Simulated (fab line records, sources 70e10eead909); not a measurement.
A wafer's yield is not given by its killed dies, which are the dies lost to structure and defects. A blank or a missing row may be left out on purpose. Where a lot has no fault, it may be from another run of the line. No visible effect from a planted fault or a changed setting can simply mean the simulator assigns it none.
What tool caused it? -- flow nand-harc -- 72 wafers from 24 lots sampled at 6 of the route's 1302 steps

## WHAT THE GAUGES READ, wafer by wafer
Not one reading of a measure or inspect step in the record can be checked against a usual standard deviation.

## WHICH TOOL RAN EACH LOT (tool, then ch and the chambers of the sampled wafers, then the start)
lot,NHARC_A_STAIRCASE_DEP_156,NHARC_A_STAIRCASE_ETCH_17,NHARC_A_STAIRCASE_TRIM_18,NHARC_A_STAIRCASE_TRIM_20,NHARC_A_STAIRCASE_TRIM_189,NHARC_A_STAIRCASE_ETCH_199
L074,"pecvd-03 ch 0,2, day 15 15:45","rie-diel-05 ch 0,1,2, day 15 20:36 or earlier","rie-diel-05 ch 0,1, day 15 20:36 or earlier","rie-diel-13 ch 0,1, day 15 20:36","rie-diel-05 ch 0,1, no start","rie-diel-05 ch 0,2,3, no start"
L075,"pecvd-02 ch 0,1,2, day 15 23:33","rie-diel-05 ch 0,1,2, day 16 03:44 or earlier","rie-diel-05 ch 1,3, day 16 03:44 or earlier","rie-diel-05 ch 2,3, day 16 03:44","rie-diel-05 ch 0,1, no start","rie-diel-05 ch 0,3, no start"
L077,"pecvd-04 ch 0,1, day 16 08:17","rie-diel-01 ch 0,3, day 16 12:16 or earlier","rie-diel-01 ch 2,3, day 16 12:16 or earlier","rie-diel-01 ch 2,3, day 16 12:16","rie-diel-01 ch 0,3, no start","rie-diel-05 ch 0,2, no start"
L076,"pecvd-02 ch 0,1, day 16 08:17","rie-diel-05 ch 0,3, day 16 12:21 or earlier","rie-diel-05 ch 0,3, day 16 12:21 or earlier","rie-diel-05 ch 1,2, day 16 12:21","rie-diel-05 ch 1,2, no start","rie-diel-13 ch 1,2, no start"
L078,"pecvd-02 ch 0,1,2, day 16 22:27","rie-diel-13 ch 0,1, day 17 02:08 or earlier","rie-diel-13 ch 1,2,3, day 17 02:08 or earlier","rie-diel-13 ch 0,1,3, day 17 02:08","rie-diel-05 ch 2,3, no start","rie-diel-13 ch 1,2,3, no start"
L079,"pecvd-03 ch 1,2, day 17 22:49","rie-diel-01 ch 2,3, day 18 05:29 or earlier","rie-diel-01 ch 0,3, day 18 05:29 or earlier","rie-diel-01 ch 0,1, day 18 05:29","rie-diel-01 ch 0,1, no start","rie-diel-13 ch 0,1,3, no start"
L081,"pecvd-03 ch 0,1,2, day 18 09:10","rie-diel-05 ch 0,1,3, day 18 12:58 or earlier","rie-diel-05 ch 0,2,3, day 18 12:58 or earlier","rie-diel-05 ch 0,2,3, day 18 12:58","rie-diel-01 ch 0,1,2, no start","rie-diel-01 ch 0,1,3, no start"
L080,"pecvd-03 ch 0,1, day 18 09:22","rie-diel-01 ch 2,3, day 18 13:19 or earlier","rie-diel-01 ch 0,2, day 18 13:19 or earlier","rie-diel-01 ch 1,3, day 18 13:19","rie-diel-13 ch 0,2,3, no start","rie-diel-13 ch 1,2,3, no start"
L084,"pecvd-04 ch 0,1,2, day 19 04:50","rie-diel-13 ch 1,2,3, day 19 09:47 or earlier","rie-diel-13 ch 0,2, day 19 09:47 or earlier","rie-diel-13 ch 1,2,3, day 19 09:47","rie-diel-01 ch 1,3, no start","rie-diel-01 ch 0,2, no start"
L082,"pecvd-04 ch 0,1,2, day 19 08:38","rie-diel-05 ch 0,1,2, day 19 15:01 or earlier","rie-diel-05 ch 0,1,3, day 19 15:01 or earlier","rie-diel-05 ch 0,2,3, day 19 15:01","rie-diel-13 ch 1,3, no start","rie-diel-05 ch 0,2,3, no start"
L083,"pecvd-04 ch 0,1,2, day 19 11:05","rie-diel-13 ch 0,1,3, day 19 17:42 or earlier","rie-diel-13 ch 0,1,3, day 19 17:42 or earlier","rie-diel-05 ch 1,2,3, day 19 17:42","rie-diel-13 ch 0,1,3, no start","rie-diel-13 ch 0,1,3, no start"
L085,"pecvd-02 ch 0,2, day 20 06:23","rie-diel-01 ch 0,1,2, day 20 10:29 or earlier","rie-diel-01 ch 0,1,2, day 20 10:29 or earlier","rie-diel-01 ch 1,2, day 20 10:29","rie-diel-01 ch 0,2, no start","rie-diel-13 ch 0,1,3, no start"
L086,"pecvd-02 ch 0,1,2, day 20 06:35","rie-diel-05 ch 0,1, day 20 10:40 or earlier","rie-diel-05 ch 0,3, day 20 10:40 or earlier","rie-diel-05 ch 0,1, day 20 10:40","rie-diel-05 ch 1,3, no start","rie-diel-01 ch 0,2,3, no start"
L087,"pecvd-03 ch 0,1,2, day 21 02:49","rie-diel-05 ch 1,2, day 21 06:47 or earlier","rie-diel-05 ch 0,1,3, day 21 06:47 or earlier","rie-diel-05 ch 0,1,3, day 21 06:47","rie-diel-05 ch 0,3, no start","rie-diel-05 ch 0,2,3, no start"
L088,"pecvd-04 ch 0,1, day 21 18:10","rie-diel-13 ch 1,3, day 21 22:17 or earlier","rie-diel-13 ch 1,3, day 21 22:17 or earlier","rie-diel-13 ch 1,2,3, day 21 22:17","rie-diel-05 ch 0,1, no start","rie-diel-13 ch 0,1,3, no start"
L089,"pecvd-03 ch 0,1, day 21 18:11","rie-diel-05 ch 1,2, day 21 21:55 or earlier","rie-diel-05 ch 1,2,3, day 21 21:55 or earlier","rie-diel-01 ch 0,1,2, day 21 21:55","rie-diel-01 ch 1,2, no start","rie-diel-01 ch 1,2,3, no start"
L091,"pecvd-02 ch 0,1,2, day 22 22:12","rie-diel-13 ch 0,1,3, day 23 05:58 or earlier","rie-diel-13 ch 1,2,3, day 23 05:58 or earlier","rie-diel-13 ch 0,1, day 23 05:58","rie-diel-05 ch 2,3, no start","rie-diel-01 ch 0,3, no start"
L090,"pecvd-03 ch 0,1,2, day 22 22:14","rie-diel-05 ch 0,3, day 23 06:04 or earlier","rie-diel-05 ch 1,2, day 23 06:04 or earlier","rie-diel-01 ch 2,3, day 23 06:04","rie-diel-13 ch 1,2,3, no start","rie-diel-13 ch 0,1,2, no start"
L092,"pecvd-02 ch 0,1,2, day 23 11:20","rie-diel-13 ch 0,1,3, day 23 15:09 or earlier","rie-diel-13 ch 0,1,2, day 23 15:09 or earlier","rie-diel-05 ch 0,2,3, day 23 15:09","rie-diel-13 ch 0,1,2, no start","rie-diel-05 ch 0,1,2, no start"
L094,"pecvd-02 ch 1,2, day 24 03:22","rie-diel-05 ch 0,3, day 24 07:17 or earlier","rie-diel-05 ch 1,3, day 24 07:17 or earlier","rie-diel-13 ch 0,2,3, day 24 07:17","rie-diel-13 ch 0,1,2, no start","rie-diel-05 ch 0,1,3, no start"
L095,"pecvd-02 ch 1,2, day 24 03:29","rie-diel-13 ch 2,3, day 24 08:19 or earlier","rie-diel-13 ch 0,1,2, day 24 08:19 or earlier","rie-diel-13 ch 0,1, day 24 08:19","rie-diel-13 ch 0,1, no start","rie-diel-05 ch 0,1,2, no start"
L093,"pecvd-02 ch 1,2, day 24 03:41","rie-diel-05 ch 0,2,3, day 24 08:55 or earlier","rie-diel-05 ch 1,2, day 24 08:55 or earlier","rie-diel-05 ch 0,1,2, day 24 08:55","rie-diel-13 ch 0,1,3, no start","rie-diel-13 ch 0,1, no start"
L096,"pecvd-02 ch 1,2, day 24 21:43","rie-diel-13 ch 0,1,3, day 25 01:41 or earlier","rie-diel-13 ch 0,1,3, day 25 01:41 or earlier","rie-diel-01 ch 0,2,3, day 25 01:41","rie-diel-13 ch 0,2,3, no start","rie-diel-13 ch 0,2,3, no start"
L097,"pecvd-04 ch 0,2, day 25 13:45","rie-diel-01 ch 0,1,2, day 25 18:22 or earlier","rie-diel-01 ch 1,2, day 25 18:22 or earlier","rie-diel-01 ch 0,2, day 25 18:22","rie-diel-13 ch 1,3, no start","rie-diel-05 ch 1,2,3, no start"
- NHARC_A_STAIRCASE_DEP_156: deposits SiNx, target thk 50 nm.
- NHARC_A_STAIRCASE_ETCH_17: etches the open film in C4F8/O2, target depth 100 nm, time 40.5 s.
- NHARC_A_STAIRCASE_TRIM_18: chemistry O2, time 211.2 s.
- NHARC_A_STAIRCASE_TRIM_20: chemistry O2, time 211.2 s.
- NHARC_A_STAIRCASE_TRIM_189: chemistry O2, time 211.2 s.
- NHARC_A_STAIRCASE_ETCH_199: etches the open film in C4F8/O2, target depth 100 nm, time 40.5 s.

## AS READ BY THE TOOLS THEMSELVES (means over the sampled wafers that have a number; for cases with no such wafer, the mark the record gives instead)
NHARC_A_STAIRCASE_DEP_156.
lot,tool,heater-power-w (W)
L074,pecvd-03,551
L075,pecvd-02,900
L077,pecvd-04,780
L076,pecvd-02,837
L078,pecvd-02,876
L079,pecvd-03,673
L081,pecvd-03,677
L080,pecvd-03,740
L084,pecvd-04,795
L082,pecvd-04,739
L083,pecvd-04,757
L085,pecvd-02,891
L086,pecvd-02,857
L087,pecvd-03,685
L088,pecvd-04,857
L089,pecvd-03,617
L091,pecvd-02,825
L090,pecvd-03,645
L092,pecvd-02,811
L094,pecvd-02,863
L095,pecvd-02,837
L093,pecvd-02,893
L096,pecvd-02,933
L097,pecvd-04,791

NHARC_A_STAIRCASE_ETCH_17.
lot,tool,oes-product-au (a.u.),rf-vpp-V (V)
L074,rie-diel-05,0.945,896
L075,rie-diel-05,0.945,895
L077,rie-diel-01,0.938,896
L076,rie-diel-05,0.958,901
L078,rie-diel-13,0.940,890
L079,rie-diel-01,0.951,898
L081,rie-diel-05,0.946,898
L080,rie-diel-01,0.956,898
L084,rie-diel-13,0.943,892
L082,rie-diel-05,0.945,893
L083,rie-diel-13,0.928,891
L085,rie-diel-01,0.946,901
L086,rie-diel-05,0.942,900
L087,rie-diel-05,0.936,888
L088,rie-diel-13,0.942,893
L089,rie-diel-05,0.935,887
L091,rie-diel-13,0.942,890
L090,rie-diel-05,0.939,900
L092,rie-diel-13,0.953,890
L094,rie-diel-05,0.954,901
L095,rie-diel-13,0.945,893
L093,rie-diel-05,0.950,896
L096,rie-diel-13,0.955,889
L097,rie-diel-01,0.947,900

NHARC_A_STAIRCASE_TRIM_18.
lot,tool,drypump-motor-current-A (A),mfc-ar-sccm (sccm),oes-product-au (a.u.),rf-vpp-V (V),showerhead-plenum-p-Torr (Torr),throttle-valve-pct (%)
L074,rie-diel-05,5.4,0.010,1.003,57.6,3.51,17.025
L075,rie-diel-05,5.2,0.020,1.010,58.5,3.54,17.034
L077,rie-diel-01,5.7,0.006,0.994,58.3,3.67,17.044
L076,rie-diel-05,5.3,0.028,1.003,59.0,3.68,17.035
L078,rie-diel-13,5.6,0.008,0.999,57.7,3.46,17.043
L079,rie-diel-01,5.3,0.005,1.002,57.4,3.53,17.040
L081,rie-diel-05,5.7,0.018,1.008,58.4,3.57,17.036
L080,rie-diel-01,5.8,0.009,1.010,57.8,3.67,17.048
L084,rie-diel-13,5.4,0.010,1.001,57.4,3.37,17.044
L082,rie-diel-05,5.4,0.019,0.999,57.4,3.58,17.026
L083,rie-diel-13,5.5,0.001,1.000,57.8,3.40,17.035
L085,rie-diel-01,5.9,0.006,1.014,58.2,3.67,17.041
L086,rie-diel-05,5.3,0.028,0.998,58.2,3.67,17.044
L087,rie-diel-05,5.3,0.019,1.006,57.2,3.58,17.035
L088,rie-diel-13,5.6,0.000,1.005,57.6,3.43,17.041
L089,rie-diel-05,5.7,0.011,0.989,57.6,3.41,17.035
L091,rie-diel-13,5.6,0.008,1.008,57.6,3.43,17.032
L090,rie-diel-05,6.1,0.001,0.993,57.0,3.30,17.038
L092,rie-diel-13,5.5,0.009,1.003,57.7,3.39,17.041
L094,rie-diel-05,5.3,0.012,1.004,57.9,3.43,17.038
L095,rie-diel-13,5.5,0.009,0.999,57.3,3.38,17.033
L093,rie-diel-05,5.7,0.002,1.001,57.0,3.32,17.042
L096,rie-diel-13,5.5,0.001,0.999,58.3,3.37,17.043
L097,rie-diel-01,6.0,0.006,1.006,58.5,3.72,17.030

NHARC_A_STAIRCASE_TRIM_20.
lot,tool,drypump-motor-current-A (A),mfc-ar-sccm (sccm),oes-product-au (a.u.),rf-vpp-V (V),showerhead-plenum-p-Torr (Torr),throttle-valve-pct (%)
L074,rie-diel-13,5.5,0.001,0.998,57.1,3.40,17.032
L075,rie-diel-05,5.6,0.019,1.006,57.9,3.52,17.038
L077,rie-diel-01,5.4,0.003,0.997,58.3,3.58,17.041
L076,rie-diel-05,5.7,0.002,0.999,57.4,3.35,17.033
L078,rie-diel-13,5.5,0.001,0.998,58.2,3.41,17.048
L079,rie-diel-01,5.7,0.005,1.007,57.4,3.61,17.040
L081,rie-diel-05,5.7,0.018,0.998,58.5,3.57,17.033
L080,rie-diel-01,5.8,0.000,1.005,57.3,3.66,17.044
L084,rie-diel-13,5.6,0.008,1.000,57.3,3.45,17.030
L082,rie-diel-05,5.8,0.018,0.996,58.1,3.56,17.035
L083,rie-diel-05,5.7,0.011,1.002,57.8,3.42,17.031
L085,rie-diel-01,6.1,0.006,1.004,57.9,3.73,17.041
L086,rie-diel-05,5.4,0.010,1.005,57.4,3.49,17.040
L087,rie-diel-05,5.4,0.019,1.011,58.2,3.58,17.038
L088,rie-diel-13,5.6,0.008,0.998,57.5,3.44,17.034
L089,rie-diel-01,5.9,0.006,1.006,57.6,3.66,17.037
L091,rie-diel-13,5.4,0.001,1.000,57.2,3.33,17.040
L090,rie-diel-01,5.4,0.003,1.011,57.6,3.55,17.038
L092,rie-diel-05,5.7,0.018,0.995,56.8,3.55,17.026
L094,rie-diel-13,5.5,0.009,1.003,57.5,3.40,17.045
L095,rie-diel-13,5.5,0.001,1.001,57.2,3.36,17.037
L093,rie-diel-05,5.8,0.009,1.004,57.5,3.45,17.040
L096,rie-diel-01,5.5,0.006,0.995,57.5,3.57,17.036
L097,rie-diel-01,5.8,0.009,0.995,59.2,3.65,17.032

NHARC_A_STAIRCASE_TRIM_189.
lot,tool,drypump-motor-current-A (A),mfc-ar-sccm (sccm),oes-product-au (a.u.),rf-vpp-V (V),showerhead-plenum-p-Torr (Torr),throttle-valve-pct (%)
L074,rie-diel-05,5.5,0.018,1.005,58.6,3.65,17.024
L075,rie-diel-05,5.4,0.010,0.998,57.0,3.51,17.036
L077,rie-diel-01,5.3,0.005,1.006,57.0,3.53,17.041
L076,rie-diel-05,6.1,0.001,1.002,57.0,3.32,17.038
L078,rie-diel-05,5.6,0.019,1.006,58.0,3.52,17.038
L079,rie-diel-01,5.9,0.003,1.001,57.3,3.67,17.039
L081,rie-diel-01,5.9,0.006,1.013,57.6,3.67,17.034
L080,rie-diel-13,5.6,0.009,1.000,57.7,3.42,17.029
L084,rie-diel-01,5.5,0.000,1.005,58.5,3.57,17.039
L082,rie-diel-13,5.6,0.000,1.003,57.4,3.43,17.039
L083,rie-diel-13,5.5,0.001,1.001,57.1,3.40,17.023
L085,rie-diel-01,5.8,0.009,1.005,58.1,3.66,17.043
L086,rie-diel-05,5.3,0.012,1.007,57.8,3.44,17.040
L087,rie-diel-05,5.5,0.026,1.001,58.1,3.72,17.033
L088,rie-diel-05,5.5,0.018,1.005,58.2,3.62,17.040
L089,rie-diel-01,6.1,0.003,0.999,59.0,3.73,17.029
L091,rie-diel-05,6.0,0.010,1.000,57.2,3.39,17.033
L090,rie-diel-13,5.7,0.008,1.015,56.7,3.43,17.037
L092,rie-diel-13,5.5,0.009,0.998,57.1,3.38,17.047
L094,rie-diel-13,5.5,0.009,1.005,57.3,3.38,17.044
L095,rie-diel-13,5.4,0.001,0.992,57.1,3.33,17.030
L093,rie-diel-13,5.5,0.001,0.999,57.6,3.38,17.042
L096,rie-diel-13,5.6,0.009,1.013,57.3,3.39,17.042
L097,rie-diel-13,5.7,0.000,1.003,58.4,3.41,17.038

NHARC_A_STAIRCASE_ETCH_199.
lot,tool,oes-product-au (a.u.),rf-vpp-V (V)
L074,rie-diel-05,0.955,898
L075,rie-diel-05,0.962,901
L077,rie-diel-05,0.964,899
L076,rie-diel-13,0.942,894
L078,rie-diel-13,0.954,893
L079,rie-diel-13,0.953,891
L081,rie-diel-01,0.951,899
L080,rie-diel-13,0.940,893
L084,rie-diel-01,0.957,902
L082,rie-diel-05,0.941,898
L083,rie-diel-13,0.932,890
L085,rie-diel-13,0.957,891
L086,rie-diel-01,0.969,898
L087,rie-diel-05,0.938,897
L088,rie-diel-13,0.945,891
L089,rie-diel-01,0.952,900
L091,rie-diel-01,0.934,894
L090,rie-diel-13,0.948,891
L092,rie-diel-05,0.953,893
L094,rie-diel-05,0.935,898
L095,rie-diel-05,0.955,893
L093,rie-diel-13,0.935,889
L096,rie-diel-13,0.955,891
L097,rie-diel-05,0.953,899

## THE ANSWER, worked out from the rows above alone
Rule: the lots themselves supply what counts as usual. Put in order of their means at a reading, lots are off if they are a third of the lots or fewer, leave a main group of 4 or more, and stand apart from it by a gap of 3 or more times the standard deviation of the main group's means; of several such gaps the widest counts. A main group whose means are all the same, to the digits that the tables above print for the reading, isn't used. A lot without any number at a reading at which 4 lots or more have one is off too. Where the step has rows for the other lots, those lots are counted as sound. After the gauges, taken in route order, come the tools' own readings; for these a lot's mean is taken, as printed above. At the first step where some lot is off, the reading lying furthest off is the one used; lots without a number count as furthest.
Nothing can be told from this: no lot is off at any reading shown.

## WHAT HAD BEEN PUT IN BY THE SIMULATOR
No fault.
